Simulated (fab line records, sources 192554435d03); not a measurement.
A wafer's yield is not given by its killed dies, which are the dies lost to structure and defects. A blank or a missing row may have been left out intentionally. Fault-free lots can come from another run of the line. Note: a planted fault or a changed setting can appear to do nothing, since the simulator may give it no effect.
fab line records	flow n5_finfet
[record] lots = 24	wafers = 72	last_day = 19
route steps=1938 shown BEOL_M2@892 BEOL_M3@947
lots that met no fault: from a run of the same line without faults
start_h: hours from the record's first day to the start of the lot's first wafer shown	wait_h: hours since the lot's step before	" identical to the entry in the row above	L1.1+2: several wafers, shown together as one row	- value missing, or start not given	* or withheld: withheld	< > ~ a bound
route shown NAME@n: names a module that has steps shown in the file, with the first one's number in the route	usual: mean and standard deviation over wafers with no fault	same: alike in all rows	chamber/n: place in a boat	sites: readings site by site	_std_site: standard deviation across them	_edge_site: the outer-site mean with the inner-site mean subtracted	radius_mm: how far each site lies from the wafer's centre	mask NAME#n: copy n	behind: tool/chamber where the wafer was last shaped	hold: reason for holding the lot/hours on hold/outcome of the hold	device: the transistor (n, p or np) that didn't switch	end of line: the route-end tests of the same wafers	a step with no rows: only its recipe	killed: not the wafer's yield, but the dies lost to structure and defects at the first sort	map: the dies of a wafer, with x for killed, . for not killed, _ for no die there
set.NAME: the setting as run; set.NAME@STEP: as run at that earlier step	model.NAME: the simulator's own value behind a step, which no gauge read
route steps across a sampled set of lots; one table per step, one row per wafer
services: when a tool's chamber went out of use (start_h, in hours from the record's first day, below 0 if earlier), for how many hours, and the reason
[[steps]]
[step N5_BEOL_M2_STRIP_97]
[recipe] chemistry = N2/H2	time_s = 10	power_w = 450	temp_c = 40	pressure_mtorr = 20	rf_frequency_hz = 6e+07	bias_power_w = 7	n2_flow_sccm = 200	h2_flow_sccm = 200
[usual] drypump_motor_current_A = 5.6/0.31	oes_product_au = 0.77/0.065	rf_vpp_V = 59.1/0.8	showerhead_plenum_p_Torr = 2.53/0.075	throttle_valve_pct = 23.8/0.3
lot.wafer	tool	chamber	start_h	wait_h	drypump_motor_current_A	oes_product_au	rf_hours_counter_h	rf_vpp_V	showerhead_plenum_p_Torr	throttle_valve_pct
L074.1	rie_diel-01	1	-	-	5.8	0.95	12	61.0	2.58	23.2
L074.3	"	2	"	"	5.7	0.82	83	60.3	2.57	23.9
L074.5	"	2	"	"	5.7	0.81	-	61.3	2.57	23.9
L075.2	rie_diel-06	0	-	-	5.3	0.72	191	60.2	2.62	23.7
L075.4	"	2	"	"	5.1	0.71	-	58.6	2.62	23.5
L075.6	"	0	"	"	5.2	0.72	-	59.9	2.62	23.7
L076.1	rie_diel-01	0	-	-	5.8	0.85	62	59.9	2.58	23.7
L076.4	"	3	"	"	5.7	0.75	177	57.8	2.52	23.7
L076.6	"	3	"	"	5.7	0.74	-	59.4	2.52	23.7
L077.1	rie_diel-02	1	-	-	5.2	0.78	135	58.4	2.55	23.6
L077.4	"	0	"	"	6.1	0.78	143	57.9	2.44	23.5
L077.6	"	0	"	"	6.1	0.79	-	59.2	2.44	23.5
L078.2	rie_diel-01	0	-	-	5.8	0.84	68	59.8	2.57	23.7
L078.4	"	3	"	"	5.7	0.75	182	59.1	2.52	23.7
L078.6	"	0	"	"	5.8	0.83	-	59.3	2.57	23.7
L079.2	rie_diel-01	2	-	-	5.7	0.80	98	60.4	2.56	24.0
L079.3	"	3	"	"	5.7	0.74	186	59.7	2.52	23.7
L079.5	"	0	"	"	5.7	0.83	-	60.1	2.57	23.7
L080.1	rie_diel-02	3	-	-	5.1	0.74	183	59.9	2.65	24.4
L080.3	"	0	"	"	6.1	0.77	157	58.9	2.43	23.5
L080.5	"	1	"	"	5.3	0.77	-	57.9	2.55	23.6
L081.1	rie_diel-01	3	-	-	5.7	0.74	191	60.0	2.51	23.8
L081.2	"	1	"	"	5.8	0.90	31	59.4	2.57	23.2
L081.6	"	3	"	"	5.7	0.74	-	58.9	2.51	23.7
L082.1	rie_diel-06	3	-	-	5.9	0.76	172	58.5	2.44	24.0
L082.4	"	3	"	"	5.9	0.75	-	59.7	2.44	24.0
L082.5	"	2	"	"	5.1	0.70	-	58.3	2.62	23.6
L083.2	rie_diel-02	0	-	-	6.2	0.76	164	58.5	2.43	23.5
L083.4	"	2	"	"	5.3	0.71	207	59.1	2.40	24.1
L083.6	"	2	"	"	5.3	0.70	-	59.4	2.40	24.1
L084.2	rie_diel-06	0	-	-	5.2	0.70	218	60.2	2.61	23.8
L084.5	"	3	"	"	5.9	0.73	-	59.6	2.44	24.0
L084.6	"	0	"	"	5.2	0.70	-	59.7	2.61	23.8
L085.2	rie_diel-01	2	-	-	5.7	0.80	111	60.1	2.56	24.0
L085.5	"	2	"	"	5.7	0.80	-	59.7	2.56	24.0
L085.6	"	1	"	"	5.8	0.89	-	60.0	2.57	23.3
L087.2	rie_diel-06	3	-	-	5.9	0.74	187	58.4	2.43	24.0
L087.3	"	1	"	"	5.2	0.96	12	58.4	2.49	23.5
L087.6	"	3	"	"	5.9	0.74	-	59.5	2.43	24.0
L086.1	rie_diel-01	1	-	-	5.7	0.89	44	59.9	2.57	23.2
L086.3	"	0	"	"	5.7	0.82	88	58.3	2.57	23.8
L086.5	"	2	"	"	5.7	0.79	-	59.2	2.55	24.0
L088.2	rie_diel-01	0	-	-	5.7	0.82	90	59.2	2.57	23.8
L088.3	"	3	"	"	5.7	0.73	203	58.6	2.51	23.8
L088.4	"	1	"	"	5.7	0.88	46	59.7	2.57	23.3
L089.1	rie_diel-02	2	-	-	5.3	0.69	218	58.2	2.39	24.1
L089.4	"	3	"	"	5.1	0.71	201	59.2	2.64	24.4
L089.6	"	3	"	"	5.1	0.72	-	59.7	2.64	24.4
L090.3	rie_diel-02	1	-	-	5.2	0.75	165	58.6	2.54	23.7
L090.4	"	2	"	"	5.3	0.70	220	59.1	2.39	24.1
L090.6	"	1	"	"	5.2	0.75	-	58.1	2.54	23.7
L091.2	rie_diel-02	1	-	-	5.2	0.74	167	58.0	2.54	23.7
L091.5	"	2	"	"	5.3	0.68	-	58.8	2.39	24.1
L091.6	"	3	"	"	5.1	0.71	-	57.9	2.64	24.4
L092.3	rie_diel-02	3	-	-	5.1	0.71	207	60.0	2.64	24.4
L092.5	"	1	"	"	5.2	0.75	-	59.2	2.54	23.7
L092.6	"	2	"	"	5.3	0.69	-	60.6	2.39	24.1
L093.2	rie_diel-02	0	-	-	6.2	0.75	183	58.9	2.42	23.5
L093.3	"	3	"	"	5.1	0.72	209	59.1	2.64	24.4
L093.4	"	2	"	"	5.3	0.70	226	60.0	2.39	24.1
L095.2	rie_diel-01	0	-	-	5.8	0.80	101	59.3	2.56	23.8
L095.5	"	3	"	"	5.7	0.73	-	58.5	2.50	23.8
L095.6	"	2	"	"	5.6	0.77	-	59.6	2.55	24.0
L094.3	rie_diel-01	0	-	-	5.7	0.79	104	58.2	2.56	23.8
L094.5	"	2	"	"	5.7	0.76	-	58.8	2.55	24.0
L094.6	"	3	"	"	5.7	0.72	-	59.2	2.50	23.8
L096.1	rie_diel-02	1	-	-	5.3	0.74	176	59.5	2.53	23.7
L096.2	"	3	"	"	5.1	0.71	214	60.3	2.63	24.4
L096.5	"	1	"	"	5.2	0.74	-	59.3	2.53	23.7
L097.3	rie_diel-01	0	-	-	5.8	0.79	108	58.8	2.56	23.8
L097.4	"	3	"	"	5.7	0.71	223	59.9	2.50	23.8
L097.5	"	1	"	"	5.7	0.85	-	59.3	2.56	23.3
[step N5_BEOL_M2_ANNEAL_49]
[recipe] temp_c = 400	time_s = 240	ambient = vacuum
[usual] heater_power_w = 829/88
lot.wafer	tool	chamber	start_h	wait_h	heater_power_w
L074.1	pvd_sputter-02	-	137.29	0.0	779
L074.3	"	-	"	"	721
L074.5	"	-	"	"	761
L075.2	pvd_sputter-02	-	150.83	0.0	992
L075.4	"	-	"	"	719
L075.6	"	-	"	"	822
L077.1	pvd_sputter-01	-	151.01	0.0	958
L077.4	"	-	"	"	963
L077.6	"	-	"	"	810
L076.1	pvd_sputter-03	-	152.31	0.0	822
L076.4	"	-	"	"	734
L076.6	"	-	"	"	717
L078.2	pvd_sputter-02	-	165.40	0.0	756
L078.4	"	-	"	"	735
L078.6	"	-	"	"	744
L079.2	pvd_sputter-01	-	179.88	0.0	958
L079.3	"	-	"	"	824
L079.5	"	-	"	"	965
L080.1	pvd_sputter-02	-	181.70	0.0	799
L080.3	"	-	"	"	718
L080.5	"	-	"	"	739
L081.1	pvd_sputter-03	-	191.00	0.0	787
L081.2	"	-	"	"	721
L081.6	"	-	"	"	793
L082.1	pvd_sputter-02	-	192.62	0.0	709
L082.4	"	-	"	"	978
L082.5	"	-	"	"	972
L083.2	pvd_sputter-01	-	203.53	0.0	969
L083.4	"	-	"	"	949
L083.6	"	-	"	"	801
L084.2	pvd_sputter-01	-	212.57	0.0	955
L084.5	"	-	"	"	794
L084.6	"	-	"	"	955
L085.2	pvd_sputter-03	-	218.85	0.0	813
L085.5	"	-	"	"	730
L085.6	"	-	"	"	723
L087.2	pvd_sputter-01	-	224.64	0.0	812
L087.3	"	-	"	"	797
L087.6	"	-	"	"	808
L086.1	pvd_sputter-03	-	227.58	0.0	799
L086.3	"	-	"	"	743
L086.5	"	-	"	"	800
L088.2	pvd_sputter-01	-	230.64	0.0	805
L088.3	"	-	"	"	941
L088.4	"	-	"	"	788
L089.1	pvd_sputter-02	-	235.76	0.0	768
L089.4	"	-	"	"	824
L089.6	"	-	"	"	814
L090.3	pvd_sputter-03	-	241.17	0.0	726
L090.4	"	-	"	"	743
L090.6	"	-	"	"	734
L091.2	pvd_sputter-01	-	248.74	0.0	785
L091.5	"	-	"	"	793
L091.6	"	-	"	"	924
L092.3	pvd_sputter-01	-	252.08	0.0	963
L092.5	"	-	"	"	949
L092.6	"	-	"	"	821
L093.2	pvd_sputter-01	-	259.30	0.0	792
L093.3	"	-	"	"	964
L093.4	"	-	"	"	818
L095.2	pvd_sputter-02	-	268.71	0.0	720
L095.5	"	-	"	"	728
L095.6	"	-	"	"	829
L094.3	pvd_sputter-03	-	276.29	0.0	738
L094.5	"	-	"	"	722
L094.6	"	-	"	"	796
L096.1	pvd_sputter-02	-	281.55	0.0	963
L096.2	"	-	"	"	803
L096.5	"	-	"	"	979
L097.3	pvd_sputter-03	-	288.34	0.0	743
L097.4	"	-	"	"	707
L097.5	"	-	"	"	797
[step N5_BEOL_M2_SPUTTER_86]
[recipe] material = Cu	target_thk_a = 45	temp_c = -20	chamber_pressure_pa = 0.07	power_w = withheld	time_s = 8.29
[usual] throttle_valve_pct = 29.6/1.2
lot.wafer	tool	chamber	start_h	wait_h	throttle_valve_pct
L074.1	pvd_sputter-02	-	137.87	0.1	31.7
L074.3	"	-	"	"	29.6
L074.5	"	-	"	"	31.5
L075.2	pvd_sputter-02	-	151.41	0.1	29.7
L075.4	"	-	"	"	29.3
L075.6	"	-	"	"	29.5
L077.1	pvd_sputter-01	-	151.59	0.1	30.2
L077.4	"	-	"	"	26.8
L077.6	"	-	"	"	30.0
L076.1	pvd_sputter-03	-	152.89	0.1	28.3
L076.4	"	-	"	"	30.1
L076.6	"	-	"	"	30.2
L078.2	pvd_sputter-02	-	165.98	0.1	31.6
L078.4	"	-	"	"	29.2
L078.6	"	-	"	"	31.6
L079.2	pvd_sputter-01	-	180.46	0.1	26.8
L079.3	"	-	"	"	29.8
L079.5	"	-	"	"	27.0
L080.1	pvd_sputter-02	-	182.28	0.1	30.0
L080.3	"	-	"	"	29.1
L080.5	"	-	"	"	29.3
L081.1	pvd_sputter-03	-	191.58	0.1	28.4
L081.2	"	-	"	"	30.2
L081.6	"	-	"	"	28.2
L082.1	pvd_sputter-02	-	193.20	0.1	29.4
L082.4	"	-	"	"	29.3
L082.5	"	-	"	"	29.5
L083.2	pvd_sputter-01	-	204.11	0.1	26.9
L083.4	"	-	"	"	30.3
L083.6	"	-	"	"	29.8
L084.2	pvd_sputter-01	-	213.15	0.1	30.5
L084.5	"	-	"	"	29.9
L084.6	"	-	"	"	26.7
L085.2	pvd_sputter-03	-	219.43	0.1	28.5
L085.5	"	-	"	"	29.3
L085.6	"	-	"	"	30.1
L087.2	pvd_sputter-01	-	225.22	0.1	30.0
L087.3	"	-	"	"	29.9
L087.6	"	-	"	"	30.0
L086.1	pvd_sputter-03	-	228.16	0.1	31.3
L086.3	"	-	"	"	29.2
L086.5	"	-	"	"	30.9
L088.2	pvd_sputter-01	-	231.22	0.1	30.2
L088.3	"	-	"	"	26.9
L088.4	"	-	"	"	29.8
L089.1	pvd_sputter-02	-	236.34	0.1	31.9
L089.4	"	-	"	"	29.7
L089.6	"	-	"	"	29.8
L090.3	pvd_sputter-03	-	241.75	0.1	30.6
L090.4	"	-	"	"	29.0
L090.6	"	-	"	"	30.1
L091.2	pvd_sputter-01	-	249.32	0.1	30.3
L091.5	"	-	"	"	30.0
L091.6	"	-	"	"	26.9
L092.3	pvd_sputter-01	-	252.66	0.1	27.0
L092.5	"	-	"	"	30.1
L092.6	"	-	"	"	30.0
L093.2	pvd_sputter-01	-	259.88	0.1	30.0
L093.3	"	-	"	"	29.9
L093.4	"	-	"	"	30.2
L095.2	pvd_sputter-02	-	269.29	0.1	29.2
L095.5	"	-	"	"	29.4
L095.6	"	-	"	"	29.8
L094.3	pvd_sputter-03	-	276.87	0.1	28.9
L094.5	"	-	"	"	30.0
L094.6	"	-	"	"	31.1
L096.1	pvd_sputter-02	-	282.18	0.1	29.4
L096.2	"	-	"	"	29.7
L096.5	"	-	"	"	29.3
L097.3	pvd_sputter-03	-	315.16	26.3	29.0
L097.4	"	-	"	"	30.3
L097.5	"	-	"	"	31.1
[step N5_BEOL_M3_DESCUM_16]
[recipe] chemistry = O2	time_s = 7	source_power_w = 50	bias_power_w = 20	pressure_mtorr = 20	rf_frequency_hz = 2.712e+07	temp_c = 40	resist = CAR-EUV	o2_flow_sccm = 225
[usual] drypump_motor_current_A = 5.5/0.54	oes_product_au = 0.80/0.095	rf_vpp_V = 243.4/1.4	showerhead_plenum_p_Torr = 2.11/0.076	throttle_valve_pct = 20.53/0.21
lot.wafer	tool	chamber	start_h	wait_h	drypump_motor_current_A	oes_product_au	rf_hours_counter_h	rf_vpp_V	showerhead_plenum_p_Torr	throttle_valve_pct
L074.1	rie_diel-03	3	143.11	0.0	6.3	0.69	246	242.9	2.07	20.99
L074.3	"	1	"	"	6.0	0.74	144	242.7	2.10	20.64
L074.5	"	2	"	"	6.1	0.71	-	243.3	2.16	20.55
L075.2	rie_diel-04	2	155.29	0.3	5.1	0.72	188	242.3	1.99	20.43
L075.4	"	3	"	"	4.9	0.75	163	243.2	2.15	20.44
L075.6	"	0	"	"	5.3	0.75	-	243.8	2.10	20.20
L077.1	rie_diel-05	1	155.32	0.2	5.6	0.85	49	245.2	2.23	20.59
L077.4	"	3	"	"	6.2	0.91	24	244.1	2.06	20.20
L077.6	"	1	"	"	5.6	0.86	-	246.5	2.23	20.60
L076.1	rie_diel-04	2	155.82	0.0	5.1	0.72	188	242.6	1.99	20.42
L076.4	"	3	"	"	4.9	0.76	163	244.2	2.15	20.47
L076.6	"	1	"	"	5.0	0.76	-	245.3	2.15	20.66
L078.2	rie_diel-05	3	169.54	0.0	6.1	0.90	29	243.0	2.06	20.21
L078.4	"	0	"	"	5.8	0.84	62	245.9	2.24	20.44
L078.6	"	2	"	"	5.0	0.94	-	245.3	2.23	20.54
L079.2	rie_diel-05	0	185.98	1.1	5.8	0.84	70	245.0	2.23	20.46
L079.3	"	2	"	"	5.0	0.94	18	244.3	2.23	20.54
L079.5	"	2	"	"	5.0	0.94	-	245.9	2.23	20.54
L080.1	rie_diel-03	3	186.58	0.8	6.3	0.97	4	241.9	2.06	20.65
L080.3	"	0	"	"	4.9	0.76	160	241.6	2.01	20.77
L080.5	"	2	"	"	6.2	0.70	-	243.2	2.16	20.59
L082.1	rie_diel-03	3	198.69	0.0	6.3	0.95	8	241.6	2.06	20.64
L082.4	"	2	"	"	6.2	0.70	-	243.7	2.16	20.59
L082.5	"	1	"	"	6.0	0.71	-	243.6	2.10	20.67
L081.1	rie_diel-04	0	201.83	0.0	5.3	0.75	154	242.8	2.09	20.23
L081.2	"	1	"	"	4.9	0.75	162	244.4	2.15	20.67
L081.6	"	1	"	"	4.9	0.75	-	243.4	2.15	20.68
L083.2	rie_diel-05	3	209.11	0.0	6.2	0.87	41	242.8	2.06	20.23
L083.4	"	2	"	"	5.0	0.92	22	244.9	2.23	20.55
L083.6	"	3	"	"	6.1	0.88	-	243.3	2.05	20.24
L084.2	rie_diel-04	3	216.71	0.0	4.9	0.74	173	244.7	2.15	20.51
L084.5	"	3	"	"	4.9	0.75	-	244.8	2.15	20.48
L084.6	"	0	"	"	5.3	0.73	-	242.0	2.09	20.22
L085.2	rie_diel-03	0	223.06	0.0	4.9	0.76	171	241.2	2.01	20.78
L085.5	"	1	"	"	6.0	0.71	-	243.2	2.09	20.69
L085.6	"	3	"	"	6.3	0.93	-	240.9	2.06	20.63
L087.2	rie_diel-04	3	230.06	0.1	4.9	0.76	178	244.2	2.15	20.49
L087.3	"	1	"	"	4.9	0.74	170	245.8	2.14	20.69
L087.6	"	1	"	"	4.9	0.74	-	245.0	2.14	20.69
L086.1	rie_diel-05	2	233.76	0.2	5.0	0.92	28	245.9	2.23	20.55
L086.3	"	3	"	"	6.1	0.86	48	242.4	2.05	20.22
L086.5	"	3	"	"	6.1	0.86	-	241.2	2.05	20.23
L088.2	rie_diel-03	3	235.17	0.0	6.3	0.92	22	241.5	2.06	20.65
L088.3	"	1	"	"	6.0	0.71	181	243.0	2.09	20.68
L088.4	"	0	"	"	4.9	0.74	176	241.2	2.01	20.78
L089.1	rie_diel-04	1	240.18	0.0	4.9	0.73	173	243.5	2.14	20.70
L089.4	"	3	"	"	4.9	0.74	180	244.2	2.15	20.51
L089.6	"	2	"	"	5.1	0.70	-	241.8	1.99	20.48
L090.3	rie_diel-03	1	245.11	0.0	6.0	0.70	184	242.2	2.09	20.70
L090.4	"	3	"	"	6.3	0.92	25	241.8	2.06	20.66
L090.6	"	2	"	"	6.2	1.00	-	243.5	2.15	20.08
L091.2	rie_diel-03	1	252.62	0.0	6.1	0.69	187	242.6	2.09	20.70
L091.5	"	3	"	"	6.3	0.92	-	242.7	2.06	20.65
L091.6	"	2	"	"	6.1	0.97	-	244.3	2.15	20.08
L092.3	rie_diel-03	2	258.28	0.3	6.2	0.96	7	243.9	2.15	20.09
L092.5	"	2	"	"	6.2	0.96	-	243.6	2.15	20.09
L092.6	"	1	"	"	6.0	0.70	-	243.6	2.09	20.71
L093.2	rie_diel-03	3	264.93	0.3	6.3	0.90	31	242.8	2.05	20.68
L093.3	"	1	"	"	6.1	0.70	191	242.1	2.09	20.71
L093.4	"	0	"	"	4.9	0.75	185	242.6	2.01	20.82
L095.2	rie_diel-03	1	274.61	0.1	6.0	0.70	194	242.3	2.09	20.72
L095.5	"	0	"	"	4.9	0.74	-	242.1	2.00	20.81
L095.6	"	3	"	"	6.3	0.89	-	242.9	2.05	20.66
L094.3	rie_diel-04	3	280.83	0.2	4.9	0.74	193	244.3	2.14	20.52
L094.5	"	1	"	"	4.9	0.73	-	244.2	2.14	20.72
L094.6	"	0	"	"	5.3	0.72	-	241.8	2.08	20.30
L096.1	rie_diel-05	3	287.45	0.0	6.1	0.84	62	242.1	2.05	20.25
L096.2	"	1	"	"	5.6	0.80	86	243.7	2.21	20.67
L096.5	"	0	"	"	5.8	0.81	-	243.6	2.22	20.51
L097.3	rie_diel-04	1	319.97	0.0	4.9	0.71	197	243.0	2.13	20.74
L097.4	"	0	"	"	5.3	0.71	-	243.4	2.08	20.30
L097.5	"	2	"	"	5.1	0.68	-	241.9	1.98	20.50
[step N5_BEOL_M3_STRIP_66]
[recipe] chemistry = CF4	resist = SiARC	power_w = 300	bias_power_w = 75	pressure_mtorr = 50	cf4_flow_sccm = 150	rf_frequency_hz = 6e+07
[usual] drypump_motor_current_A = 5.5/0.54	oes_product_au = 0.79/0.087	rf_vpp_V = 271.3/1.7	showerhead_plenum_p_Torr = 1.81/0.066	throttle_valve_pct = 13.68/0.22
lot.wafer	tool	chamber	start_h	wait_h	drypump_motor_current_A	oes_product_au	rf_hours_counter_h	rf_vpp_V	showerhead_plenum_p_Torr	throttle_valve_pct
L074.1	rie_diel-03	3	143.31	0.0	6.2	0.68	246	271.8	1.76	14.13
L074.3	"	1	"	"	6.1	0.73	144	270.0	1.81	13.80
L074.5	"	2	"	"	6.1	0.71	-	271.8	1.86	13.77
L075.2	rie_diel-04	2	155.50	0.0	5.1	0.72	188	270.0	1.73	13.73
L075.4	"	3	"	"	4.9	0.75	163	272.0	1.85	13.70
L075.6	"	0	"	"	5.3	0.74	-	269.7	1.80	13.42
L077.1	rie_diel-05	1	155.52	0.0	5.6	0.84	49	273.3	1.91	13.73
L077.4	"	3	"	"	6.1	0.88	24	271.3	1.77	13.24
L077.6	"	1	"	"	5.6	0.84	-	274.1	1.91	13.72
L076.1	rie_diel-04	2	156.02	0.0	5.1	0.71	188	268.7	1.73	13.74
L076.4	"	3	"	"	4.9	0.75	163	272.9	1.85	13.71
L076.6	"	1	"	"	5.0	0.74	-	272.8	1.87	13.93
L078.2	rie_diel-05	3	169.75	0.0	6.1	0.87	29	269.9	1.76	13.26
L078.4	"	0	"	"	5.8	0.82	62	273.3	1.91	13.52
L078.6	"	2	"	"	5.0	0.93	-	274.5	1.91	13.55
L079.2	rie_diel-05	0	186.19	0.0	5.8	0.81	70	273.6	1.90	13.56
L079.3	"	2	"	"	5.0	0.92	18	274.4	1.91	13.58
L079.5	"	2	"	"	5.0	0.92	-	274.3	1.91	13.57
L080.1	rie_diel-03	3	186.79	0.0	6.3	0.96	4	270.7	1.76	13.55
L080.3	"	0	"	"	4.9	0.75	160	270.0	1.71	13.82
L080.5	"	2	"	"	6.1	0.69	-	271.8	1.86	13.83
L082.1	rie_diel-03	3	198.89	0.0	6.3	0.95	8	270.4	1.76	13.56
L082.4	"	2	"	"	6.2	0.69	-	270.6	1.85	13.82
L082.5	"	1	"	"	6.1	0.71	-	270.4	1.80	13.84
L081.1	rie_diel-04	0	202.04	0.0	5.3	0.72	154	270.1	1.80	13.44
L081.2	"	1	"	"	4.9	0.73	162	273.4	1.86	13.97
L081.6	"	1	"	"	4.9	0.73	-	271.9	1.86	13.97
L083.2	rie_diel-05	3	209.32	0.0	6.1	0.85	41	269.7	1.76	13.27
L083.4	"	2	"	"	5.0	0.91	22	273.9	1.91	13.58
L083.6	"	3	"	"	6.1	0.85	-	270.3	1.76	13.27
L084.2	rie_diel-04	3	216.91	0.0	4.9	0.74	173	272.7	1.85	13.72
L084.5	"	3	"	"	4.9	0.74	-	273.0	1.85	13.72
L084.6	"	0	"	"	5.3	0.73	-	270.1	1.80	13.47
L085.2	rie_diel-03	0	223.27	0.0	4.9	0.74	171	270.6	1.71	13.86
L085.5	"	1	"	"	6.1	0.70	-	271.2	1.80	13.87
L085.6	"	3	"	"	6.3	0.92	-	269.9	1.76	13.61
L087.2	rie_diel-04	3	230.27	0.0	4.9	0.73	178	271.1	1.85	13.75
L087.3	"	1	"	"	4.9	0.73	170	273.3	1.86	13.98
L087.6	"	1	"	"	4.9	0.73	-	271.7	1.86	13.99
L086.1	rie_diel-05	2	233.96	0.0	5.0	0.90	28	275.1	1.90	13.59
L086.3	"	3	"	"	6.1	0.84	48	270.5	1.76	13.30
L086.5	"	3	"	"	6.1	0.84	-	271.0	1.76	13.30
L088.2	rie_diel-03	3	235.38	0.0	6.3	0.91	22	269.9	1.76	13.60
L088.3	"	1	"	"	6.0	0.71	181	271.7	1.79	13.88
L088.4	"	0	"	"	4.9	0.74	176	270.1	1.71	13.87
L089.1	rie_diel-04	1	240.39	0.0	4.9	0.73	173	270.9	1.86	13.99
L089.4	"	3	"	"	5.0	0.73	180	271.9	1.85	13.75
L089.6	"	2	"	"	5.1	0.69	-	269.4	1.72	13.77
L090.3	rie_diel-03	1	245.31	0.0	6.0	0.70	184	270.6	1.79	13.91
L090.4	"	3	"	"	6.3	0.90	25	269.8	1.76	13.61
L090.6	"	2	"	"	6.1	0.94	-	272.2	1.85	13.25
L091.2	rie_diel-03	1	252.83	0.0	6.0	0.70	187	270.4	1.79	13.91
L091.5	"	3	"	"	6.3	0.90	-	268.8	1.76	13.62
L091.6	"	2	"	"	6.2	0.92	-	272.6	1.85	13.27
L092.3	rie_diel-03	2	258.48	0.0	6.1	0.92	7	271.7	1.85	13.27
L092.5	"	2	"	"	6.1	0.92	-	270.5	1.85	13.27
L092.6	"	1	"	"	6.0	0.70	-	270.1	1.79	13.91
L093.2	rie_diel-03	3	265.14	0.0	6.3	0.89	31	270.2	1.75	13.63
L093.3	"	1	"	"	6.1	0.69	191	272.6	1.79	13.90
L093.4	"	0	"	"	4.9	0.73	185	269.4	1.70	13.89
L095.2	rie_diel-03	1	274.82	0.0	6.0	0.70	194	270.4	1.79	13.90
L095.5	"	0	"	"	4.9	0.74	-	270.8	1.70	13.91
L095.6	"	3	"	"	6.3	0.89	-	270.4	1.75	13.64
L094.3	rie_diel-04	3	281.04	0.0	4.9	0.72	193	272.2	1.84	13.75
L094.5	"	1	"	"	4.9	0.72	-	272.5	1.86	14.00
L094.6	"	0	"	"	5.3	0.71	-	269.9	1.79	13.49
L096.1	rie_diel-05	3	287.66	0.0	6.1	0.83	62	271.1	1.76	13.32
L096.2	"	1	"	"	5.6	0.79	86	274.7	1.90	13.81
L096.5	"	0	"	"	5.8	0.79	-	273.1	1.90	13.61
L097.3	rie_diel-04	1	320.17	0.0	4.9	0.72	198	273.1	1.85	14.04
L097.4	"	0	"	"	5.3	0.70	-	270.1	1.79	13.52
L097.5	"	2	"	"	5.1	0.68	-	268.9	1.72	13.83
[step N5_BEOL_M3_PRE_CLEAN_45]
[recipe] gas = H2/He	time_s = 30	temp_c = 250
[usual] heater_power_w = 327/33
lot.wafer	tool	chamber	start_h	wait_h	heater_power_w
L074.1	pvd_sputter-03	-	147.03	0.0	322
L074.3	"	-	"	"	289
L074.5	"	-	"	"	295
L077.1	pvd_sputter-03	-	159.51	0.0	294
L077.4	"	-	"	"	316
L077.6	"	-	"	"	296
L075.2	pvd_sputter-02	-	160.08	0.0	285
L075.4	"	-	"	"	326
L075.6	"	-	"	"	305
L076.1	pvd_sputter-03	-	165.21	0.0	289
L076.4	"	-	"	"	323
L076.6	"	-	"	"	296
L078.2	pvd_sputter-02	-	172.54	0.0	392
L078.4	"	-	"	"	340
L078.6	"	-	"	"	393
L079.2	pvd_sputter-01	-	205.69	0.0	368
L079.3	"	-	"	"	333
L079.5	"	-	"	"	330
L080.1	pvd_sputter-03	-	205.77	0.0	305
L080.3	"	-	"	"	284
L080.5	"	-	"	"	315
L082.1	pvd_sputter-03	-	209.88	0.0	319
L082.4	"	-	"	"	298
L082.5	"	-	"	"	323
L081.1	pvd_sputter-03	-	212.38	0.0	304
L081.2	"	-	"	"	293
L081.6	"	-	"	"	290
L083.2	pvd_sputter-03	-	212.72	0.0	300
L083.4	"	-	"	"	316
L083.6	"	-	"	"	290
L084.2	pvd_sputter-03	-	221.99	0.0	319
L084.5	"	-	"	"	325
L084.6	"	-	"	"	320
L085.2	pvd_sputter-03	-	226.79	0.0	300
L085.5	"	-	"	"	319
L085.6	"	-	"	"	319
L087.2	pvd_sputter-01	-	240.53	0.0	316
L087.3	"	-	"	"	326
L087.6	"	-	"	"	382
L088.2	pvd_sputter-01	-	244.55	0.0	376
L088.3	"	-	"	"	317
L088.4	"	-	"	"	333
L086.1	pvd_sputter-01	-	244.73	0.0	323
L086.3	"	-	"	"	387
L086.5	"	-	"	"	376
L089.1	pvd_sputter-03	-	245.27	0.0	284
L089.4	"	-	"	"	303
L089.6	"	-	"	"	294
L090.3	pvd_sputter-02	-	251.59	0.0	332
L090.4	"	-	"	"	405
L090.6	"	-	"	"	283
L091.2	pvd_sputter-02	-	254.75	0.0	286
L091.5	"	-	"	"	309
L091.6	"	-	"	"	394
L092.3	pvd_sputter-03	-	275.67	0.0	298
L092.5	"	-	"	"	286
L092.6	"	-	"	"	307
L093.2	pvd_sputter-03	-	280.73	0.0	304
L093.3	"	-	"	"	317
L093.4	"	-	"	"	320
L095.2	pvd_sputter-01	-	284.26	0.0	314
L095.5	"	-	"	"	377
L095.6	"	-	"	"	385
L094.3	pvd_sputter-01	-	287.34	0.0	381
L094.5	"	-	"	"	373
L094.6	"	-	"	"	323
L096.1	pvd_sputter-01	-	295.01	0.0	311
L096.2	"	-	"	"	320
L096.5	"	-	"	"	383
L097.3	pvd_sputter-01	-	330.14	0.0	330
L097.4	"	-	"	"	374
L097.5	"	-	"	"	378
[[services]]
tool	chamber	start_h	hours	kind
rie_diel-05	2	111.70	7.9	repair
pvd_sputter-01	-	115.70	5.3	repair
rie_diel-05	-	147.63	0.9	repair
rie_diel-03	3	153.55	-	clean
rie_diel-03	3	153.55	-	consumable_replace:focus_ring
rie_diel-03	3	153.55	24.3	scheduled_down
rie_diel-03	0	154.99	7.7	repair
rie_diel-02	2	173.19	5.9	repair
rie_diel-04	-	174.46	15.6	pm
rie_diel-06	1	176.21	35.1	repair
rie_diel-05	2	179.59	5.7	repair
rie_diel-02	-	182.74	0.5	repair
rie_diel-05	1	184.83	6.6	repair
rie_diel-02	2	192.53	6.0	repair
rie_diel-03	0	196.77	6.4	repair
rie_diel-04	3	200.90	12.8	repair
rie_diel-04	2	216.19	9.9	repair
rie_diel-06	2	229.79	1.7	repair
rie_diel-05	3	251.62	3.5	repair
rie_diel-03	-	253.91	0.7	repair
rie_diel-04	3	309.13	11.7	repair
rie_diel-02	2	312.22	9.2	repair
rie_diel-06	0	324.90	17.4	repair
rie_diel-04	1	326.22	4.5	repair
[[key]]
fault none
